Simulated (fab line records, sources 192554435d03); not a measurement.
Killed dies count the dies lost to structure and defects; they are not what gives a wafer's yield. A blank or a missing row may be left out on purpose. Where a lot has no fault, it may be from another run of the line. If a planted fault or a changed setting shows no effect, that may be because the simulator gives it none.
Chamber matching || flow n5 finfet || N5_BEOL_M0_SAQP_PECVD_96 on pecvd-03: 3 sister chambers
The step deposits a-Si from SiH4/He, target thk 45 nm, time 45.2 s. 3 wafers are shown with their chamber, then 12 later ones without.

== EACH WAFER AND ITS CHAMBER ==
{"wafer": "L087.4", "chamber": 1, "throttle valve pct (%)": 18.2}
{"wafer": "L090.1", "chamber": 2, "throttle valve pct (%)": 16.1}
{"wafer": "L090.6", "chamber": 0, "throttle valve pct (%)": 18.3}

== WAFERS WITH NO CHAMBER GIVEN ==
{"wafer": "L091.2", "throttle valve pct (%)": 18.2}
{"wafer": "L091.4", "throttle valve pct (%)": 18.5}
{"wafer": "L091.5", "throttle valve pct (%)": 16.4}
{"wafer": "L095.3", "throttle valve pct (%)": 18.2}
{"wafer": "L095.5", "throttle valve pct (%)": 18.1}
{"wafer": "L095.6", "throttle valve pct (%)": 15.9}
{"wafer": "L096.1", "throttle valve pct (%)": 18.0}
{"wafer": "L096.4", "throttle valve pct (%)": 16.3}
{"wafer": "L096.5", "throttle valve pct (%)": 18.3}
{"wafer": "L097.3", "throttle valve pct (%)": 18.5}
{"wafer": "L097.4", "throttle valve pct (%)": 18.0}
{"wafer": "L097.5", "throttle valve pct (%)": 16.0}

== CHAMBER TAKEN BY EACH ==
{"wafer": "L091.2", "from the rows above": "can't be placed: 1 or 0", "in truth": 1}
{"wafer": "L091.4", "from the rows above": "can't be placed: 0 or 1", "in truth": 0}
{"wafer": "L091.5", "from the rows above": 2, "in truth": 2}
{"wafer": "L095.3", "from the rows above": "can't be placed: 1 or 0", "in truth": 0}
{"wafer": "L095.5", "from the rows above": "can't be placed: 1 or 0", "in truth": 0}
{"wafer": "L095.6", "from the rows above": 2, "in truth": 2}
{"wafer": "L096.1", "from the rows above": "can't be placed: 1 or 0", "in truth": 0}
{"wafer": "L096.4", "from the rows above": 2, "in truth": 2}
{"wafer": "L096.5", "from the rows above": "can't be placed: 0 or 1", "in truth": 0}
{"wafer": "L097.3", "from the rows above": "can't be placed: 0 or 1", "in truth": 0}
{"wafer": "L097.4", "from the rows above": "can't be placed: 1 or 0", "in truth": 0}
{"wafer": "L097.5", "from the rows above": 2, "in truth": 2}
Correct placement for 4 of the 12. Can't be placed from these rows: 8 (the true chamber is among the candidates in 8). 0 placed wrongly.
How it was worked out, from the rows above alone: a wafer's distance from a chamber is the root of the sum, over the readings, of the square of ((its reading less the chamber's mean) divided by the reading's scatter). The wafer belongs to the nearest chamber; if the next one is less than 2 further off, it can't be placed. A chamber's mean is the mean of its shown wafers. The scatter (one wafer shown for each chamber): square how far every hidden wafer sits from the nearest shown wafer, average those squares and take the square root.
